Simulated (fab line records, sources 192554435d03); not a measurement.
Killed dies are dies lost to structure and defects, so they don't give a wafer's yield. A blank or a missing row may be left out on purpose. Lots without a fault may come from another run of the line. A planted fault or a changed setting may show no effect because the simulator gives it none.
Which tool did it? | flow n5_finfet | 24 lots, 72 wafers sampled, at 6 steps of a route of 1938

WHAT THE GAUGES READ, wafer by wafer
The record holds no reading of a measuring or inspecting step that can be judged against a usual standard deviation.

WHICH TOOL RAN EACH LOT (tool, then ch and the chambers of the sampled wafers, then the start)
lot  | N5_BEOL_M2_DESCUM_33               | N5_BEOL_M2_ETCH_77                 | N5_BEOL_M2_ETCH_41                            | N5_BEOL_M2_PRE_CLEAN_45      | N5_BEOL_M2_SPUTTER_48        | N5_BEOL_M2_ANNEAL_80
L074 | rie_diel-05 ch 0,1, day 7 03:50    | rie_diel-05 ch 0,1, day 7 03:52    | rie_diel-01 ch 0,1,3, day 9 02:19 or earlier  | pvd_sputter-03, day 9 02:19  | pvd_sputter-02, day 9 03:51  | pvd_sputter-02, day 9 04:09
L076 | rie_diel-04 ch 0,1,2, day 7 09:50  | rie_diel-04 ch 0,1,2, day 7 09:52  | rie_diel-01 ch 0,1,3, day 9 01:02 or earlier  | pvd_sputter-02, day 9 01:02  | pvd_sputter-02, day 9 02:01  | pvd_sputter-02, day 9 02:19
L077 | rie_diel-05 ch 0,1,2, day 8 04:12  | rie_diel-05 ch 0,1,2, day 8 04:14  | rie_diel-05 ch 1,2,3, day 9 15:38 or earlier  | pvd_sputter-01, day 9 15:38  | pvd_sputter-02, day 9 16:19  | pvd_sputter-02, day 9 16:37
L078 | rie_diel-04 ch 0,1,2, day 8 04:15  | rie_diel-04 ch 0,1,2, day 8 04:17  | rie_diel-05 ch 0,1,3, day 9 16:06 or earlier  | pvd_sputter-01, day 9 16:06  | pvd_sputter-03, day 9 17:03  | pvd_sputter-03, day 9 17:21
L075 | rie_diel-05 ch 0,1, day 8 07:15    | rie_diel-05 ch 0,1, day 8 07:17    | rie_diel-01 ch 1,2,3, day 9 13:37 or earlier  | pvd_sputter-03, day 9 13:37  | pvd_sputter-02, day 9 14:28  | pvd_sputter-02, day 9 14:46
L079 | rie_diel-05 ch 0,2,3, day 8 07:54  | rie_diel-05 ch 0,2,3, day 8 07:56  | rie_diel-05 ch 0,1,3, day 10 00:50 or earlier | pvd_sputter-02, day 10 00:50 | pvd_sputter-01, day 10 01:43 | pvd_sputter-01, day 10 02:01
L080 | rie_diel-04 ch 0,1,3, day 8 13:16  | rie_diel-04 ch 0,1,3, day 8 13:18  | rie_diel-01 ch 0,3, day 10 12:08 or earlier   | pvd_sputter-03, day 10 12:08 | pvd_sputter-01, day 10 12:41 | pvd_sputter-01, day 10 12:59
L081 | rie_diel-05 ch 0,2, day 8 19:41    | rie_diel-05 ch 0,2, day 8 19:44    | rie_diel-04 ch 2,3, day 10 05:04 or earlier   | pvd_sputter-01, day 10 05:04 | pvd_sputter-02, day 10 05:50 | pvd_sputter-02, day 10 06:08
L082 | rie_diel-04 ch 0,2,3, day 8 19:58  | rie_diel-04 ch 0,2,3, day 8 19:59  | rie_diel-01 ch 0,2, day 10 18:19 or earlier   | pvd_sputter-02, day 10 18:19 | pvd_sputter-02, day 10 19:17 | pvd_sputter-02, day 10 19:35
L083 | rie_diel-05 ch 2,3, day 8 20:57    | rie_diel-05 ch 2,3, day 8 20:59    | rie_diel-05 ch 1,2,3, day 10 20:30 or earlier | pvd_sputter-01, day 10 20:30 | pvd_sputter-01, day 10 21:01 | pvd_sputter-01, day 10 21:19
L085 | rie_diel-05 ch 1,2, day 9 12:19    | rie_diel-05 ch 1,2, day 9 12:20    | rie_diel-01 ch 0,2,3, day 11 00:40 or earlier | pvd_sputter-03, day 11 00:40 | pvd_sputter-02, day 11 01:35 | pvd_sputter-02, day 11 01:53
L084 | rie_diel-01 ch 0,2, day 9 17:00    | rie_diel-01 ch 0,2, day 9 17:02    | rie_diel-05 ch 0,1,2, day 11 06:53 or earlier | pvd_sputter-01, day 11 06:53 | pvd_sputter-02, day 11 08:35 | pvd_sputter-02, day 11 08:53
L086 | rie_diel-05 ch 2,3, day 9 21:50    | rie_diel-05 ch 2,3, day 9 21:52    | rie_diel-04 ch 0,2,3, day 11 13:10 or earlier | pvd_sputter-03, day 11 13:10 | pvd_sputter-03, day 11 14:23 | pvd_sputter-03, day 11 14:41
L087 | rie_diel-04 ch 2,3, day 10 05:36   | rie_diel-04 ch 2,3, day 10 05:39   | rie_diel-04 ch 0,2,3, day 12 02:08 or earlier | pvd_sputter-01, day 12 02:08 | pvd_sputter-01, day 12 02:42 | pvd_sputter-01, day 12 03:00
L088 | rie_diel-04 ch 2,3, day 10 13:35   | rie_diel-04 ch 2,3, day 10 13:38   | rie_diel-01 ch 1,2,3, day 12 05:54 or earlier | pvd_sputter-01, day 12 05:54 | pvd_sputter-01, day 12 06:41 | pvd_sputter-01, day 12 06:59
L089 | rie_diel-01 ch 0,3, day 10 14:01   | rie_diel-01 ch 0,3, day 10 14:03   | rie_diel-04 ch 0,1,2, day 12 08:56 or earlier | pvd_sputter-02, day 12 08:56 | pvd_sputter-01, day 12 09:34 | pvd_sputter-01, day 12 09:52
L090 | rie_diel-04 ch 0,3, day 10 21:26   | rie_diel-04 ch 0,3, day 10 21:28   | rie_diel-04 ch 0,1,2, day 12 19:12 or earlier | pvd_sputter-01, day 12 19:12 | pvd_sputter-01, day 12 20:04 | pvd_sputter-01, day 12 20:22
L091 | rie_diel-01 ch 0,3, day 10 23:11   | rie_diel-01 ch 0,3, day 10 23:13   | rie_diel-01 ch 0,3, day 13 07:13 or earlier   | pvd_sputter-02, day 13 07:13 | pvd_sputter-03, day 13 08:08 | pvd_sputter-03, day 13 08:26
L092 | rie_diel-04 ch 2,3, day 11 04:39   | rie_diel-04 ch 2,3, day 11 04:41   | rie_diel-05 ch 0,1, day 13 10:27 or earlier   | pvd_sputter-02, day 13 10:27 | pvd_sputter-03, day 13 11:08 | pvd_sputter-03, day 13 11:26
L093 | rie_diel-04 ch 0,2,3, day 11 06:10 | rie_diel-04 ch 0,2,3, day 11 06:11 | rie_diel-01 ch 0,1,2, day 13 10:29 or earlier | pvd_sputter-01, day 13 10:29 | pvd_sputter-02, day 13 11:14 | pvd_sputter-02, day 13 11:32
L094 | rie_diel-04 ch 0,2,3, day 11 19:33 | rie_diel-04 ch 0,2,3, day 11 19:35 | rie_diel-05 ch 0,2,3, day 13 21:17 or earlier | pvd_sputter-03, day 13 21:17 | pvd_sputter-01, day 13 22:26 | pvd_sputter-01, day 13 22:44
L095 | rie_diel-01 ch 0,3, day 12 01:54   | rie_diel-01 ch 0,3, day 12 01:56   | rie_diel-04 ch 0,3, day 14 04:13 or earlier   | pvd_sputter-02, day 14 04:13 | pvd_sputter-02, day 14 04:46 | pvd_sputter-02, day 14 05:04
L096 | rie_diel-01 ch 0,3, day 12 10:02   | rie_diel-01 ch 0,3, day 12 10:05   | rie_diel-04 ch 2,3, day 14 15:21 or earlier   | pvd_sputter-01, day 14 15:21 | pvd_sputter-02, day 14 16:07 | pvd_sputter-02, day 14 16:25
L097 | rie_diel-05 ch 1,2, day 12 11:05   | rie_diel-05 ch 1,2, day 12 11:07   | rie_diel-05 ch 0,2, day 14 15:50 or earlier   | pvd_sputter-01, day 14 15:50 | pvd_sputter-01, day 14 16:44 | pvd_sputter-01, day 14 17:02
- N5_BEOL_M2_DESCUM_33: chemistry O2, time 7 s.
- N5_BEOL_M2_ETCH_77: etches underlayer in N2/H2, target depth 6.5 nm, time 5.2 s.
- N5_BEOL_M2_ETCH_41: etches SiCN in CH3F/O2, target depth 29.9 nm, time 52.5 s.
- N5_BEOL_M2_PRE_CLEAN_45: time 30 s.
- N5_BEOL_M2_SPUTTER_48: material Cu, target thk 4.5 nm, time 8.29 s.
- N5_BEOL_M2_ANNEAL_80: time 240 s.

WHAT THE TOOLS THEMSELVES READ (means of the sampled wafers that have a number; where no wafer has one, the mark that the record gives instead)
N5_BEOL_M2_DESCUM_33. Usual: drypump_motor_current_A 5.9 A, standard deviation 0.45; oes_product_au 0.80 a.u., standard deviation 0.094; rf_vpp_V 243.9 V, standard deviation 1.2; showerhead_plenum_p_Torr 2.14 Torr, standard deviation 0.069; throttle_valve_pct 20.33 %, standard deviation 0.2.
lot  | tool        | drypump_motor_current_A (A) | oes_product_au (a.u.) | rf_vpp_V (V) | showerhead_plenum_p_Torr (Torr) | throttle_valve_pct (%) | flag
L074 | rie_diel-05 | 6.0                         | 0.94                  | 245.4        | 2.23                            | 20.37                  |
L076 | rie_diel-04 | 5.7                         | 0.80                  | 242.8        | 2.10                            | 20.43                  |
L077 | rie_diel-05 | 5.9                         | 0.88                  | 243.8        | 2.18                            | 20.21                  |
L078 | rie_diel-04 | 5.7                         | 0.80                  | 243.8        | 2.09                            | 20.42                  |
L075 | rie_diel-05 | 6.0                         | 0.91                  | 245.6        | 2.23                            | 20.39                  |
L079 | rie_diel-05 | 6.1                         | 0.85                  | 244.4        | 2.19                            | 20.17                  |
L080 | rie_diel-04 | 5.7                         | 0.75                  | 243.1        | 2.12                            | 20.56                  |
L081 | rie_diel-05 | 5.7                         | 0.83                  | 244.5        | 2.17                            | 20.07                  |
L082 | rie_diel-04 | 5.5                         | 0.72                  | 243.8        | 2.10                            | 20.46                  |
L083 | rie_diel-05 | 6.1                         | 0.87                  | 244.4        | 2.15                            | 20.18                  |
L085 | rie_diel-05 | 5.9                         | 0.88                  | 244.1        | 2.14                            | 20.23                  |
L084 | rie_diel-01 | 5.8                         | 0.75                  | 243.8        | 2.11                            | 20.19                  |
L086 | rie_diel-05 | 6.4                         | 0.86                  | 244.5        | 2.20                            | 20.31                  |
L087 | rie_diel-04 | 5.7                         | 0.75                  | 243.4        | 2.10                            | 20.29                  |
L088 | rie_diel-04 | 5.7                         | 0.71                  | 244.0        | 2.12                            | 20.41                  |
L089 | rie_diel-01 | 6.3                         | 0.76                  | 243.0        | 2.12                            | 20.26                  |
L090 | rie_diel-04 | 5.3                         | 0.88                  | 242.6        | 2.09                            | 20.37                  |
L091 | rie_diel-01 | 6.3                         | 0.77                  | 243.5        | 2.16                            | 20.30                  |
L092 | rie_diel-04 | 5.7                         | 0.73                  | 243.5        | 2.09                            | 20.31                  |
L093 | rie_diel-04 | 5.5                         | 0.80                  | 243.1        | 2.09                            | 20.35                  |
L094 | rie_diel-04 | 5.5                         | 0.78                  | 243.3        | 2.09                            | 20.36                  |
L095 | rie_diel-01 | 6.3                         | 0.74                  | 244.2        | 2.12                            | 20.29                  |
L096 | rie_diel-01 | 6.3                         | 0.74                  | 242.7        | 2.12                            | 20.30                  |
L097 | rie_diel-05 | 5.9                         | 0.83                  | 244.0        | 2.13                            | 20.28                  |

N5_BEOL_M2_ETCH_77. Usual: drypump_motor_current_A 5.9 A, standard deviation 0.45; etch_rf_on_time_s 5.16 s, standard deviation 0.13; n2_flow_sccm 200.0 sccm, standard deviation 0.69; oes_product_au 0.69 a.u., standard deviation 0.078; rf_vpp_V 525.4 V, standard deviation 2.6; showerhead_plenum_p_Torr 2.60 Torr, standard deviation 0.072; throttle_valve_pct 17.79 %, standard deviation 0.25.
lot  | tool        | drypump_motor_current_A (A) | etch_rf_on_time_s (s) | n2_flow_sccm (sccm) | oes_product_au (a.u.) | rf_vpp_V (V) | showerhead_plenum_p_Torr (Torr) | throttle_valve_pct (%) | flag
L074 | rie_diel-05 | 6.0                         | 5.04                  | 199.8               | 0.80                  | 529.0        | 2.71                            | 17.79                  |
L076 | rie_diel-04 | 5.7                         | 5.23                  | 200.1               | 0.68                  | 525.4        | 2.56                            | 17.97                  |
L077 | rie_diel-05 | 5.9                         | 5.18                  | 199.9               | 0.75                  | 527.6        | 2.67                            | 17.69                  |
L078 | rie_diel-04 | 5.7                         | 5.22                  | 199.3               | 0.68                  | 524.1        | 2.56                            | 17.99                  |
L075 | rie_diel-05 | 6.0                         | 5.08                  | 200.2               | 0.78                  | 528.2        | 2.71                            | 17.82                  |
L079 | rie_diel-05 | 6.1                         | 5.14                  | 200.2               | 0.74                  | 527.3        | 2.65                            | 17.50                  |
L080 | rie_diel-04 | 5.7                         | 5.20                  | 200.5               | 0.64                  | 524.6        | 2.58                            | 18.09                  |
L081 | rie_diel-05 | 5.7                         | 5.17                  | 199.9               | 0.71                  | 526.2        | 2.64                            | 17.47                  |
L082 | rie_diel-04 | 5.5                         | 5.11                  | 199.4               | 0.62                  | 523.6        | 2.56                            | 17.95                  |
L083 | rie_diel-05 | 6.1                         | 5.32                  | 200.3               | 0.74                  | 525.1        | 2.62                            | 17.64                  |
L085 | rie_diel-05 | 5.9                         | 5.24                  | 200.7               | 0.74                  | 525.0        | 2.63                            | 17.84                  |
L084 | rie_diel-01 | 5.8                         | 5.21                  | 199.4               | 0.64                  | 524.4        | 2.60                            | 17.86                  |
L086 | rie_diel-05 | 6.4                         | 5.15                  | 200.4               | 0.74                  | 527.0        | 2.65                            | 17.56                  |
L087 | rie_diel-04 | 5.7                         | 5.14                  | 201.0               | 0.64                  | 523.9        | 2.56                            | 17.79                  |
L088 | rie_diel-04 | 5.7                         | 5.10                  | 200.5               | 0.62                  | 524.6        | 2.58                            | 17.90                  |
L089 | rie_diel-01 | 6.3                         | 5.30                  | 200.0               | 0.64                  | 525.3        | 2.58                            | 17.80                  |
L090 | rie_diel-04 | 5.3                         | 5.07                  | 199.8               | 0.76                  | 523.3        | 2.54                            | 17.85                  |
L091 | rie_diel-01 | 6.3                         | 5.31                  | 199.3               | 0.65                  | 525.1        | 2.64                            | 17.94                  |
L092 | rie_diel-04 | 5.7                         | 5.06                  | 199.5               | 0.63                  | 523.5        | 2.56                            | 17.83                  |
L093 | rie_diel-04 | 5.5                         | 5.10                  | 199.9               | 0.69                  | 524.1        | 2.55                            | 17.83                  |
L094 | rie_diel-04 | 5.5                         | 5.14                  | 200.7               | 0.68                  | 522.3        | 2.54                            | 17.84                  |
L095 | rie_diel-01 | 6.4                         | 5.33                  | 200.5               | 0.63                  | 524.9        | 2.58                            | 17.83                  |
L096 | rie_diel-01 | 6.3                         | 5.35                  | 200.8               | 0.61                  | 525.0        | 2.58                            | 17.82                  |
L097 | rie_diel-05 | 5.9                         | 5.35                  | 200.0               | 0.69                  | 527.2        | 2.62                            | 17.90                  |

N5_BEOL_M2_ETCH_41. Usual: drypump_motor_current_A 5.9 A, standard deviation 0.42; oes_product_au 0.80 a.u., standard deviation 0.082; rf_vpp_V 298.0 V, standard deviation 1.3; showerhead_plenum_p_Torr 2.04 Torr, standard deviation 0.068; throttle_valve_pct 16.20 %, standard deviation 0.14.
lot  | tool        | drypump_motor_current_A (A) | oes_product_au (a.u.) | rf_vpp_V (V) | showerhead_plenum_p_Torr (Torr) | throttle_valve_pct (%) | flag
L074 | rie_diel-01 | 6.2                         | 0.74                  | 298.2        | 2.02                            | 16.29                  |
L076 | rie_diel-01 | 6.2                         | 0.74                  | 297.1        | 2.02                            | 16.29                  |
L077 | rie_diel-05 | 6.2                         | 0.88                  | 298.5        | 2.09                            | 16.16                  |
L078 | rie_diel-05 | 6.2                         | 0.87                  | 299.5        | 2.13                            | 16.15                  |
L075 | rie_diel-01 | 6.0                         | 0.70                  | 297.1        | 1.97                            | 16.27                  |
L079 | rie_diel-05 | 6.2                         | 0.86                  | 300.1        | 2.12                            | 16.16                  |
L080 | rie_diel-01 | 6.3                         | 0.77                  | 298.4        | 2.07                            | 16.25                  |
L081 | rie_diel-04 | 5.7                         | 0.73                  | 298.5        | 2.03                            | 16.32                  |
L082 | rie_diel-01 | 5.7                         | 0.74                  | 297.7        | 2.03                            | 16.28                  |
L083 | rie_diel-05 | 6.2                         | 0.87                  | 298.8        | 2.09                            | 16.19                  |
L085 | rie_diel-01 | 6.1                         | 0.74                  | 297.1        | 2.03                            | 16.22                  |
L084 | rie_diel-05 | 5.9                         | 0.84                  | 299.0        | 2.08                            | 16.15                  |
L086 | rie_diel-04 | 5.5                         | 0.80                  | 297.6        | 1.99                            | 16.22                  |
L087 | rie_diel-04 | 5.5                         | 0.78                  | 297.0        | 1.99                            | 16.24                  |
L088 | rie_diel-01 | 6.0                         | 0.78                  | 297.2        | 1.97                            | 16.17                  |
L089 | rie_diel-04 | 5.7                         | 0.85                  | 297.7        | 2.00                            | 16.21                  |
L090 | rie_diel-04 | 5.7                         | 0.84                  | 297.6        | 1.99                            | 16.20                  |
L091 | rie_diel-01 | 6.3                         | 0.75                  | 298.5        | 2.06                            | 16.29                  |
L092 | rie_diel-05 | 6.0                         | 0.83                  | 298.8        | 2.11                            | 16.28                  |
L093 | rie_diel-01 | 5.9                         | 0.79                  | 297.1        | 2.01                            | 16.25                  |
L094 | rie_diel-05 | 6.1                         | 0.79                  | 299.3        | 2.07                            | 16.14                  |
L095 | rie_diel-04 | 5.5                         | 0.98                  | 297.0        | 2.00                            | 15.95                  |
L096 | rie_diel-04 | 5.6                         | 0.91                  | 297.5        | 2.02                            | 16.02                  |
L097 | rie_diel-05 | 5.7                         | 0.77                  | 297.9        | 2.07                            | 16.12                  |

N5_BEOL_M2_PRE_CLEAN_45. Usual: heater_power_w 328 W, standard deviation 46.
lot  | tool           | heater_power_w (W) | flag
L074 | pvd_sputter-03 | 364                |
L076 | pvd_sputter-02 | 328                |
L077 | pvd_sputter-01 | 342                |
L078 | pvd_sputter-01 | 289                |
L075 | pvd_sputter-03 | 365                |
L079 | pvd_sputter-02 | 302                |
L080 | pvd_sputter-03 | 384                |
L081 | pvd_sputter-01 | 322                |
L082 | pvd_sputter-02 | 324                |
L083 | pvd_sputter-01 | 319                |
L085 | pvd_sputter-03 | 342                |
L084 | pvd_sputter-01 | 327                |
L086 | pvd_sputter-03 | 354                |
L087 | pvd_sputter-01 | 340                |
L088 | pvd_sputter-01 | 360                |
L089 | pvd_sputter-02 | 302                |
L090 | pvd_sputter-01 | 334                |
L091 | pvd_sputter-02 | 350                |
L092 | pvd_sputter-02 | 329                |
L093 | pvd_sputter-01 | 342                |
L094 | pvd_sputter-03 | 352                |
L095 | pvd_sputter-02 | 338                |
L096 | pvd_sputter-01 | 286                |
L097 | pvd_sputter-01 | 307                |

N5_BEOL_M2_SPUTTER_48. Usual: chamber_pressure_pa 0.07 Pa, standard deviation 0.00015; throttle_valve_pct 30.2 %, standard deviation 1.1.
lot  | tool           | chamber_pressure_pa (Pa) | throttle_valve_pct (%) | flag
L074 | pvd_sputter-02 | 0.07                     | 29.9                   |
L076 | pvd_sputter-02 | 0.07                     | 29.5                   |
L077 | pvd_sputter-02 | 0.07                     | 30.2                   |
L078 | pvd_sputter-03 | 0.07                     | 30.3                   |
L075 | pvd_sputter-02 | 0.07                     | 30.1                   |
L079 | pvd_sputter-01 | 0.07                     | 31.2                   |
L080 | pvd_sputter-01 | 0.07                     | 30.8                   |
L081 | pvd_sputter-02 | 0.07                     | 30.1                   |
L082 | pvd_sputter-02 | 0.07                     | 30.5                   |
L083 | pvd_sputter-01 | 0.07                     | 30.2                   |
L085 | pvd_sputter-02 | 0.07                     | 29.4                   |
L084 | pvd_sputter-02 | 0.07                     | 29.6                   |
L086 | pvd_sputter-03 | 0.07                     | 28.8                   |
L087 | pvd_sputter-01 | 0.07                     | 30.7                   |
L088 | pvd_sputter-01 | 0.07                     | 29.7                   |
L089 | pvd_sputter-01 | 0.07                     | 30.0                   |
L090 | pvd_sputter-01 | 0.07                     | 31.3                   |
L091 | pvd_sputter-03 | 0.07                     | 30.0                   |
L092 | pvd_sputter-03 | 0.07                     | 29.7                   |
L093 | pvd_sputter-02 | 0.07                     | 29.5                   |
L094 | pvd_sputter-01 | 0.07                     | 31.1                   |
L095 | pvd_sputter-02 | 0.07                     | 29.2                   |
L096 | pvd_sputter-02 | 0.07                     | 29.5                   |
L097 | pvd_sputter-01 | 0.07                     | 29.5                   |

N5_BEOL_M2_ANNEAL_80. Usual: heater_power_w 813 W, standard deviation 120.
lot  | tool           | heater_power_w (W) | flag
L074 | pvd_sputter-02 | 746                |
L076 | pvd_sputter-02 | 795                |
L077 | pvd_sputter-02 | 823                |
L078 | pvd_sputter-03 | 882                |
L075 | pvd_sputter-02 | 902                |
L079 | pvd_sputter-01 | 820                |
L080 | pvd_sputter-01 | 848                |
L081 | pvd_sputter-02 | 824                |
L082 | pvd_sputter-02 | 774                |
L083 | pvd_sputter-01 | 823                |
L085 | pvd_sputter-02 | 788                |
L084 | pvd_sputter-02 | 784                |
L086 | pvd_sputter-03 | 766                |
L087 | pvd_sputter-01 | 848                |
L088 | pvd_sputter-01 | 763                |
L089 | pvd_sputter-01 | 751                |
L090 | pvd_sputter-01 | 889                |
L091 | pvd_sputter-03 | 820                |
L092 | pvd_sputter-03 | 900                |
L093 | pvd_sputter-02 | 705                |
L094 | pvd_sputter-01 | 824                |
L095 | pvd_sputter-02 | 713                |
L096 | pvd_sputter-02 | 805                |
L097 | pvd_sputter-01 | 726                |

THE ANSWER, worked out from the rows above alone
Rule: a lot is off if the mean of its wafers that have a number lies more than 3 standard deviations from the usual mean. A lot without any number at a reading at which 4 lots or more have one is off too. The other lots that the step has rows for count as sound. The gauges are gone through in route order, then the tools' own readings, and for those a lot's mean is taken as printed above. The first step at which some lot is off is used, and at that step the reading that is off furthest; a lot without a number counts as furthest.
No lot is off at any reading shown: from this, nothing can be told.

WHAT THE SIMULATOR HAD PUT IN
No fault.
